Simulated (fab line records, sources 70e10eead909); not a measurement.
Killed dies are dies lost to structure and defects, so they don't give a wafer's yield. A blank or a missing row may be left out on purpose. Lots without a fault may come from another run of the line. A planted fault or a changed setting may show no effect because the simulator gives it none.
fab line records | flow nand_harc
record lots=7 wafers=20 last_day=23
route steps=1159 shown A_STAIRCASE@585 END@1159
lots that met no fault: from a run of the same line without faults
start_h: hours from the record's first day to the start of the lot's first wafer shown | wait_h: hours since the lot's step before | " the same as in the row above | L1.1+2: a row that stands for several wafers | - no value, or no start given | * or withheld: withheld | < > ~ a bound
route shown NAME@n: a module of which the file shows steps, and the number in the route of the first | usual: mean/standard deviation of fault-free wafers | same: alike in all rows | chamber/n: place in a boat | sites: the reading at each site | _std_site: their standard deviation | _edge_site: outer sites' mean less inner sites' | radius_mm: how far each site lies from the wafer's centre | mask NAME#n: copy n | behind: the tool/chamber that last shaped the wafer | hold: why the lot was held/for how many hours/how that ended | device: the transistor (n, p or np) that didn't switch | end of line: the same wafers' tests at the end of the route | a step without rows: its recipe alone | killed: dies lost to structure and defects at the first sort, not the wafer's yield | map: a wafer's dies, x killed, . not, _ none there
set.NAME: the setting as run; set.NAME@STEP: as run at that earlier step | model.NAME: the simulator's own value behind a step, which no gauge read
lots at some steps of the route; a table a step, a row a wafer
services: from which hour (start_h, from the record's first day; less than 0 if before it) a tool's chamber was out of use, for how many hours, and why
## steps
# step NHARC_A_STAIRCASE_TRIM_191
# recipe time_s=211.2 o2_flow_sccm=500 ar_flow_sccm=0 bias_w=0 chemistry=O2
# step NHARC_A_STAIRCASE_ETCH_192
# recipe target_depth_a=1000 time_s=40.5 ion_energy_ev=400 c4f8_flow_sccm=20 o2_flow_sccm=10 ar_flow_sccm=withheld rf_w=600 bias_w=1000 chemistry=C4F8/O2
# usual oes_product_au=0.940/0.0098 rf_vpp_V=896/6.3 run_length_s=61.8/0.37
# columns lot.wafer tool chamber start_h wait_h oes_product_au rf_hours_counter_h rf_vpp_V run_length_s
L837.2 rie_diel-01 3 - - 0.949 38 889 62.0
L837.1 " 0 " " 0.943 31 891 61.5
L837.4 " 1 " " 0.936 38 899 61.8
L840.4 rie_diel-01 1 - - 0.936 46 901 62.1
L840.1 " 2 " " 0.940 46 890 62.3
L840.6 " 1 " " 0.949 - 902 61.8
L844.3 rie_diel-05 1 - - 0.940 43 896 62.3
L844.2 " 2 " " 0.947 41 898 61.5
L844.5 " 2 " " 0.945 - 896 61.7
L847.3 rie_diel-05 2 - - 0.945 44 896 61.7
L847.5 " 1 " " 0.941 - 895 61.9
L847.6 " 0 " " 0.940 - 884 61.2
L849.1 rie_diel-05 1 - - 0.934 56 895 61.5
L849.2 " 3 " " 0.948 47 894 61.4
L853.3 rie_diel-05 2 - - 0.920 58 898 62.0
L853.2 " 3 " " 0.928 50 893 61.6
L853.5 " 1 " " 0.921 - 893 61.7
L855.2 rie_diel-01 1 - - 0.932 10 901 62.1
L855.6 " 2 " " 0.925 - 889 62.3
L855.5 " 3 " " 0.927 - 905 62.3
# step NHARC_A_STAIRCASE_TRIM_193
# recipe time_s=211.2 o2_flow_sccm=500 ar_flow_sccm=0 bias_w=0 chemistry=O2
# usual drypump_motor_current_A=5.5/0.39 oes_product_au=1.002/0.0074 rf_vpp_V=57.7/0.91 showerhead_plenum_p_Torr=3.53/0.17 throttle_valve_pct=17.036/0.009
# columns lot.wafer tool chamber start_h wait_h drypump_motor_current_A oes_product_au rf_hours_counter_h rf_vpp_V showerhead_plenum_p_Torr throttle_valve_pct
L837.2 rie_diel-01 3 - - 5.0 1.000 38 55.2 3.31 17.033
L837.4 " 1 " " 6.0 1.005 38 57.6 3.68 17.035
L837.1 " 2 " " 5.4 0.996 39 57.5 3.36 17.028
L840.4 rie_diel-01 2 - - 5.4 1.007 46 58.5 3.36 17.042
L840.1 " 3 " " 5.0 1.002 44 58.1 3.30 17.032
L840.6 " 2 " " 5.4 1.005 - 57.4 3.36 17.051
L844.3 rie_diel-05 2 - - 5.3 1.006 41 57.9 3.55 17.039
L844.2 " 0 " " 6.1 1.005 46 56.7 3.27 17.044
L844.5 " 3 " " 5.0 1.022 - 57.1 3.45 17.041
L847.3 rie_diel-05 0 - - 6.1 0.998 49 56.6 3.27 17.042
L847.6 " 0 " " 6.1 0.987 - 55.6 3.27 17.037
L847.5 " 2 " " 5.3 0.999 - 57.1 3.55 17.038
L849.2 rie_diel-05 0 - - 6.0 0.993 59 56.4 3.26 17.042
L849.1 " 2 " " 5.3 1.005 55 58.6 3.55 17.033
L853.3 rie_diel-05 0 - - 6.1 1.003 62 58.0 3.26 17.037
L853.2 " 2 " " 5.3 1.016 58 58.0 3.54 17.052
L853.5 " 0 " " 6.1 0.996 - 57.8 3.26 17.036
L855.2 rie_diel-10 2 349.26 - 6.1 1.016 59 57.4 3.69 17.040
L855.6 " 0 " " 5.3 1.005 - 57.3 3.34 17.037
L855.5 " 1 " " 5.5 1.003 - 59.2 3.77 17.050
# step NHARC_A_STAIRCASE_ETCH_194
# recipe target_depth_a=1000 time_s=40.5 ion_energy_ev=400 c4f8_flow_sccm=20 o2_flow_sccm=10 ar_flow_sccm=withheld rf_w=600 bias_w=1000 chemistry=C4F8/O2
# step NHARC_A_STAIRCASE_TRIM_196
# recipe time_s=211.2 o2_flow_sccm=500 ar_flow_sccm=0 bias_w=0 chemistry=O2
# usual drypump_motor_current_A=5.6/0.4 oes_product_au=1.001/0.0075 rf_vpp_V=57.6/0.95 showerhead_plenum_p_Torr=3.52/0.17 throttle_valve_pct=17.037/0.0081
# columns lot.wafer tool chamber start_h wait_h drypump_motor_current_A oes_product_au rf_hours_counter_h rf_vpp_V showerhead_plenum_p_Torr throttle_valve_pct
L837.4 rie_diel-05 2 227.29 0.1 5.3 1.001 18 57.8 3.57 17.035
L837.2 " 3 " " 5.0 1.001 17 59.4 3.47 17.037
L837.1 " 1 " " 6.1 0.987 20 58.6 3.52 17.043
L840.4 rie_diel-01 0 248.92 0.1 5.6 0.993 39 56.2 3.40 17.041
L840.1 " 1 " " 6.0 1.001 46 58.5 3.67 17.043
L840.6 " 3 " " 5.0 0.992 - 57.9 3.30 17.047
L844.3 rie_diel-05 0 293.67 0.1 6.0 0.996 46 57.8 3.27 17.031
L844.2 " 2 " " 5.3 1.009 41 58.5 3.55 17.040
L844.5 " 2 " " 5.4 1.007 - 57.3 3.55 17.028
L847.3 rie_diel-05 0 304.72 0.1 6.1 0.997 49 58.3 3.27 17.044
L847.5 " 0 " " 6.1 0.990 - 56.3 3.27 17.025
L847.6 " 2 " " 5.3 1.005 - 55.6 3.55 17.042
L849.2 rie_diel-05 1 329.16 0.2 6.1 0.989 57 58.4 3.50 17.032
L849.1 " 2 " " 5.3 0.994 55 58.9 3.55 17.029
L853.3 rie_diel-01 3 334.79 0.1 5.1 1.013 7 58.6 3.80 17.040
L853.2 " 0 " " 5.5 0.998 6 59.0 3.39 17.039
L853.5 " 3 " " 5.0 1.008 - 58.5 3.80 17.035
L855.2 rie_diel-10 1 349.61 0.1 5.4 0.999 60 58.3 3.77 17.054
L855.6 " 3 " " 5.3 1.007 - 58.7 3.64 17.036
L855.5 " 0 " " 5.2 1.003 - 57.0 3.34 17.038
# step NHARC_A_STAIRCASE_ETCH_197
# recipe target_depth_a=1000 time_s=40.5 ion_energy_ev=400 c4f8_flow_sccm=20 o2_flow_sccm=10 ar_flow_sccm=withheld rf_w=600 bias_w=1000 chemistry=C4F8/O2
# step NHARC_A_STAIRCASE_TRIM_198
# recipe time_s=211.2 o2_flow_sccm=500 ar_flow_sccm=0 bias_w=0 chemistry=O2
# step NHARC_A_STAIRCASE_ETCH_199
# recipe target_depth_a=1000 time_s=40.5 ion_energy_ev=400 c4f8_flow_sccm=20 o2_flow_sccm=10 ar_flow_sccm=withheld rf_w=600 bias_w=1000 chemistry=C4F8/O2
# usual oes_product_au=0.943/0.012 rf_vpp_V=896/6.2 run_length_s=61.7/0.34
# columns lot.wafer tool chamber start_h wait_h oes_product_au rf_hours_counter_h rf_vpp_V run_length_s
L837.2 rie_diel-05 1 - - 0.963 20 896 61.8
L837.1 " 2 " " 0.955 19 898 61.9
L837.4 " 3 " " 0.955 17 893 61.6
L840.4 rie_diel-01 2 - - 0.921 46 889 62.4
L840.1 " 3 " " 0.933 45 887 62.4
L840.6 " 1 " " 0.917 - 900 61.9
L844.3 rie_diel-05 1 - - 0.936 44 894 61.8
L844.2 " 2 " " 0.937 42 897 61.5
L844.5 " 2 " " 0.948 - 898 62.0
L847.3 rie_diel-05 0 - - 0.936 50 887 61.5
L847.5 " 0 " " 0.940 - 887 61.5
L847.6 " 2 " " 0.938 - 898 62.1
L849.1 rie_diel-05 0 - - 0.943 60 885 61.5
L849.2 " 2 " " 0.939 56 896 62.0
L853.2 rie_diel-01 0 - - 0.958 6 891 61.7
L853.3 " 1 " " 0.954 5 902 62.1
L853.5 " 3 " " 0.938 - 904 62.1
L855.2 rie_diel-10 0 - - 0.940 61 890 61.4
L855.5 " 3 " " 0.938 - 900 62.0
L855.6 " 0 " " 0.943 - 889 61.2
# step NHARC_A_STAIRCASE_TRIM_200
# recipe time_s=211.2 o2_flow_sccm=500 ar_flow_sccm=0 bias_w=0 chemistry=O2
# step NHARC_A_STAIRCASE_ETCH_201
# recipe target_depth_a=1000 time_s=40.5 ion_energy_ev=400 c4f8_flow_sccm=20 o2_flow_sccm=10 ar_flow_sccm=withheld rf_w=600 bias_w=1000 chemistry=C4F8/O2
# step NHARC_A_STAIRCASE_TRIM_202
# recipe time_s=211.2 o2_flow_sccm=500 ar_flow_sccm=0 bias_w=0 chemistry=O2
# usual drypump_motor_current_A=5.6/0.4 oes_product_au=1.002/0.0074 rf_vpp_V=57.7/0.94 showerhead_plenum_p_Torr=3.53/0.16 throttle_valve_pct=17.037/0.0094
# columns lot.wafer tool chamber start_h wait_h drypump_motor_current_A oes_product_au rf_hours_counter_h rf_vpp_V showerhead_plenum_p_Torr throttle_valve_pct
L837.4 rie_diel-05 3 - - 5.0 0.999 17 57.4 3.47 17.032
L837.1 " 0 " " 6.1 0.988 22 57.2 3.28 17.030
L837.2 " 1 " " 6.0 0.997 20 56.3 3.52 17.030
L840.1 rie_diel-01 0 - - 5.6 0.984 39 56.8 3.40 17.034
L840.4 " 2 " " 5.4 1.003 47 56.1 3.36 17.021
L840.6 " 0 " " 5.6 0.990 - 57.4 3.40 17.037
L844.2 rie_diel-05 1 - - 6.0 0.991 44 57.9 3.50 17.046
L844.3 " 2 " " 5.3 0.998 42 57.7 3.55 17.036
L844.5 " 0 " " 6.1 0.992 - 58.0 3.27 17.040
L847.3 rie_diel-05 0 - - 6.1 1.002 50 57.3 3.27 17.035
L847.5 " 1 " " 6.0 0.996 - 58.8 3.50 17.045
L847.6 " 2 " " 5.3 1.000 - 55.9 3.55 17.035
L849.2 rie_diel-05 2 - - 5.3 1.007 56 58.0 3.55 17.034
L849.1 " 3 " " 5.0 1.013 48 56.8 3.45 17.031
L853.2 rie_diel-01 0 - - 5.6 1.003 7 56.6 3.39 17.036
L853.3 " 1 " " 6.0 1.005 5 58.7 3.66 17.028
L853.5 " 1 " " 6.0 0.996 - 56.5 3.66 17.060
L855.2 rie_diel-10 3 - - 5.3 1.010 61 57.8 3.64 17.019
L855.5 " 2 " " 6.1 1.008 - 58.9 3.69 17.020
L855.6 " 3 " " 5.3 1.005 - 57.9 3.64 17.043
# step NHARC_A_STAIRCASE_ETCH_203
# recipe target_depth_a=1000 time_s=40.5 ion_energy_ev=400 c4f8_flow_sccm=20 o2_flow_sccm=10 ar_flow_sccm=withheld rf_w=600 bias_w=1000 chemistry=C4F8/O2
# usual oes_product_au=0.943/0.0089 rf_vpp_V=896/6.2 run_length_s=61.8/0.39
# columns lot.wafer tool chamber start_h wait_h oes_product_au rf_hours_counter_h rf_vpp_V run_length_s
L837.1 rie_diel-05 1 228.18 - 0.952 20 896 61.8
L837.4 " 2 " " 0.945 19 896 62.1
L837.2 " 3 " " 0.941 18 894 61.4
L840.4 rie_diel-01 1 250.29 - 0.929 47 902 62.5
L840.1 " 0 " " 0.945 40 891 61.4
L840.6 " 1 " " 0.939 - 902 62.5
L844.2 rie_diel-05 1 294.85 - 0.941 44 895 61.6
L844.3 " 2 " " 0.952 42 897 57.8
L844.5 " 1 " " 0.936 - 895 62.0
L847.3 rie_diel-05 1 305.78 - 0.938 47 895 57.7
L847.5 " 1 " " 0.933 - 895 61.9
L847.6 " 0 " " 0.937 - 886 61.2
L849.2 rie_diel-05 3 330.14 - 0.943 48 893 61.5
L849.1 " 1 " " 0.940 58 894 57.8
L853.2 rie_diel-01 3 335.78 - 0.955 7 905 62.2
L853.3 " 0 " " 0.947 7 891 61.6
L853.5 " 3 " " 0.947 - 906 62.0
L855.2 rie_diel-10 0 350.65 - 0.942 61 889 61.3
L855.5 " 2 " " 0.947 - 901 61.6
L855.6 " 3 " " 0.937 - 899 61.2
# step NHARC_END_SORT_01
# recipe temp_c=25
# usual killed_at_array=28/8.9 killed_at_other=0.8/1.2 killed_at_periphery=3.3/2.3 killed_dies=32/9.4 killed_open=3.2/1.8 killed_short=1.9/1.4
# same gross_dies=677
# columns lot.wafer tool chamber start_h wait_h killed_at_array killed_at_other killed_at_periphery killed_dies killed_open killed_short
L855.2 prober-01 0 560.47 2.8 27 0 2 29 2 2
L855.5 prober-01 0 562.86 3.7 39 2 2 43 5 1
L855.6 prober-01 0 563.65 4.0 28 0 2 30 3 2
# killed by level:class
L855.2 A_SLIT:chamber_film_flake=10 A_STAIRCASE:chamber_film_flake=5 A_CHANNEL_HOLE_D1:chamber_film_flake=4 A_CONTACT:chamber_film_flake=3 A_M0:chamber_film_flake=3 P_CONTACT:geometric_particle:short=1 P_CONTACT:geometric_particle:open=1 A_CHANNEL_HOLE_D1:geometric_particle:short=1
L855.5 A_SLIT:chamber_film_flake=21 A_CHANNEL_HOLE_D1:chamber_film_flake=5 A_CONTACT:chamber_film_flake=4 A_CONTACT:geometric_particle:open=3 A_STAIRCASE:chamber_film_flake=3 A_M0:chamber_film_flake=2 P_CONTACT:geometric_particle:open=1 A_CHANNEL_FILL_D1:geometric_particle:open=1
L855.6 A_SLIT:chamber_film_flake=10 A_STAIRCASE:chamber_film_flake=7 A_CONTACT:chamber_film_flake=3 A_M0:chamber_film_flake=3 P_M0:geometric_particle:open=2 A_WL_FILL:geometric_particle:short=2 A_CHANNEL_HOLE_D1:chamber_film_flake=2 A_CHANNEL_FILL_D1:geometric_particle:open=1
## services
# columns tool chamber start_h hours kind
rie_diel-05 3 211.75 6.3 repair
rie_diel-05 0 222.88 - clean
rie_diel-05 1 222.88 - clean
rie_diel-05 2 222.88 - clean
rie_diel-05 3 222.88 - clean
rie_diel-05 3 238.27 3.0 repair
rie_diel-05 0 247.88 - clean
rie_diel-05 1 247.88 - clean
rie_diel-05 2 247.88 - clean
rie_diel-05 3 247.88 - clean
rie_diel-05 0 272.38 - clean
rie_diel-05 1 272.38 - clean
rie_diel-05 2 272.38 - clean
rie_diel-05 3 272.38 - clean
rie_diel-05 0 296.92 - clean
rie_diel-05 1 296.92 - clean
rie_diel-05 2 296.92 - clean
rie_diel-05 3 296.92 - clean
rie_diel-01 - 315.10 9.0 pm
rie_diel-05 0 321.44 - clean
rie_diel-05 1 321.44 - clean
rie_diel-05 2 321.44 - clean
rie_diel-05 3 321.44 - clean
rie_diel-05 - 340.75 9.0 pm
## key
first_sign step=NHARC_A_STAIRCASE_ETCH_203 reading=run_length_s direction=down sigmas=10 usual=* struck=*
effect none on later readings
met_at NHARC_A_STAIRCASE_ETCH_203
struck_wafers L844.3,L847.3,L849.1
tester_left_out L844,L847,L849
onset_between 228.18 294.85
fault kind=process_parameter_drift tool=rie_diel-05 chamber=- onset_h=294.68 steps=NHARC_A_STAIRCASE_ETCH_203 channel=time_s offset=* shape=step end_h=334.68 scope=struck_wafers_only acts_in=* stated=*
# tester_left_out: of these lots the tester's yield and bins aren't shown, on N5 and GAA mostly nor the transistor test; their killed dies are dies lost to structure and defects alone, not to doping, threshold or leakage, so they don't give the yield
